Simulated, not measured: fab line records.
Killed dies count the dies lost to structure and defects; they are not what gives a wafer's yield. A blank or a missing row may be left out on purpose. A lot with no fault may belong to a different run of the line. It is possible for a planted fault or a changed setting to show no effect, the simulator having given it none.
Struck lot and sound lot, side by side / flow n5_finfet / 16 out of 1938 route steps
Sound: these wafers, L465.2, L465.4, L465.6. Struck: wafer L472.4; the same lot's L472.6 was not struck, so it is left out; see the end for the cause.
For every step that has rows: the tool of each side, followed by ch and its chambers, followed by its first start. Under that, the readings that differ: sound wafers / struck wafers / difference of the means / sigmas: that difference in standard deviations of wafers without a fault.
alike: readings with means less than 2 such deviations apart, plus words and numbers identical on both sides. not compared: withheld readings, readings lacking a value on some wafer, bounds such as >300 that could conceal the same value, and numbers that have no deviation in the record and whose values overlap.
A row with sigmas, a row that says differs or no value, or rows on one side alone: a step with any of these is where the two part. Non-overlapping numbers with no deviation appear without sigmas and do not part them. Lack of a reading on every wafer of one side parts them only where that side has two or more wafers.

first, 7 steps without rows for these wafers: N5_BEOL_M3_COAT_76 (time 60 s, resist thk 5 nm); N5_BEOL_M3_COAT_22 (resist thk 30 nm); N5_BEOL_M3_EBR_24; N5_BEOL_M3_SOFTBAKE_23 (time 60 s); N5_BEOL_M3_EXPOSE_25 (exposes mask V2, defocus 5 nm); N5_BEOL_M3_PEB_26 (peb time 60 s); N5_BEOL_M3_DEVELOP_27 (develop time 30 s).
N5_BEOL_M3_CD_MEAS_28: target cd 25.7 nm, target cd y 23.3 nm.
  sound on cd_sem-02 ch 0, day 7 05:13; struck on cd_sem-03 ch 0, day 9 17:17
reading=cd_nm (nm); sound=25.60 25.33 25.72; struck=26.15; difference=+0.60; sigmas=+2
N5_BEOL_M3_OVL_MEAS_29:
  sound on overlay-01 ch 0, day 7 05:15; struck on overlay-01 ch 0, day 9 17:20
  alike: V2_OVL
N5_BEOL_M3_INSPECT_30: inspects for defects (brightfield).
  sound on defect_inspect-02 at day 7 05:19; struck on defect_inspect-02 at day 9 17:22
reading=raw_defect_count; sound=596 419 544; struck=286; difference=-234; sigmas=-2
N5_BEOL_M3_DESCUM_33: chemistry O2, time 7 s.
  sound on rie_diel-04 ch 0,1,2, day 7 07:10; struck on rie_diel-04 ch 1, day 9 17:25
  alike: drypump_motor_current_A, oes_product_au, rf_vpp_V, showerhead_plenum_p_Torr, throttle_valve_pct
  not compared: rf_hours_counter_h
N5_BEOL_M3_ETCH_77: etches underlayer in N2/H2, target depth 6.5 nm, time 5.2 s.
  sound on rie_diel-04 ch 0,1,2, day 7 07:12; struck on rie_diel-04 ch 1, day 9 17:26
reading=throttle_valve_pct (%); sound=17.53 17.80 18.48; struck=18.48; difference=+0.54; sigmas=+2
  alike: drypump_motor_current_A, etch_rf_on_time_s, oes_product_au, rf_vpp_V, showerhead_plenum_p_Torr
  not compared: rf_hours_counter_h
N5_BEOL_M3_ETCH_69: etches SiARC in CF4, target depth 15.6 nm, time 26 s.
  sound on rie_diel-04 ch 0,1,2, day 7 07:13; struck on rie_diel-04 ch 1, day 9 17:28
reading=etch_rf_on_time_s (s); sound=26.7 26.6 25.8; struck=18.4; difference=-8.0; sigmas=-14
  alike: cf4_flow_sccm, drypump_motor_current_A, oes_product_au, rf_vpp_V, showerhead_plenum_p_Torr, throttle_valve_pct
  not compared: rf_hours_counter_h
N5_BEOL_M3_ALD_98: deposits SiO2, target thk 2.5 nm, pulse time 1 s, co reactant pulse time 1 s.
  sound on ald_sin-03 ch 0,1,3, day 7 07:25; struck on ald_sin-03 ch 2, day 9 17:53
  alike: heater_power_w, precursor_pulse_height_rel
N5_BEOL_M4_RC_MEAS_101:
  sound on prober-02 ch 0, day 8 04:31; struck on prober-01 ch 0, day 10 15:56
  alike: DIBL_N, DIBL_P, IOFF_N, IOFF_P, ION_N, ION_P, SS_N, SS_P, VT_N, VT_P
-- a jump in the record: the struck wafers' starts before and after are 5 days apart (it breaks off in module BEOL_M4 and resumes in module PASSIVATION, where the first step shown is number 1936 of the route) --
N5_PASSIVATION_PROBE_49:
  sound on prober-01 at day 12 21:28; struck on prober-02 at day 15 06:04
reading=killed_at_M0_to_M3; sound=42 39 60; struck=25; difference=-22; sigmas=-2
reading=killed_at_M4_up; sound=15 10 8; struck=23; difference=+12; sigmas=+2
reading=killed_at_other; sound=1 4 2; struck=12; difference=+10; sigmas=+3
  alike: defect_limited_yield, killed_at_contacts, killed_at_front_end, killed_dies, killed_open, killed_short, sort_bin_5_function, sort_bin_6_memory, sort_n_pass, sort_yield_pct

== WHERE THEY PART ==
Last at N5_PASSIVATION_PROBE_49 as far as this record goes, first at N5_BEOL_M3_CD_MEAS_28.

WHY: what the simulator had put in
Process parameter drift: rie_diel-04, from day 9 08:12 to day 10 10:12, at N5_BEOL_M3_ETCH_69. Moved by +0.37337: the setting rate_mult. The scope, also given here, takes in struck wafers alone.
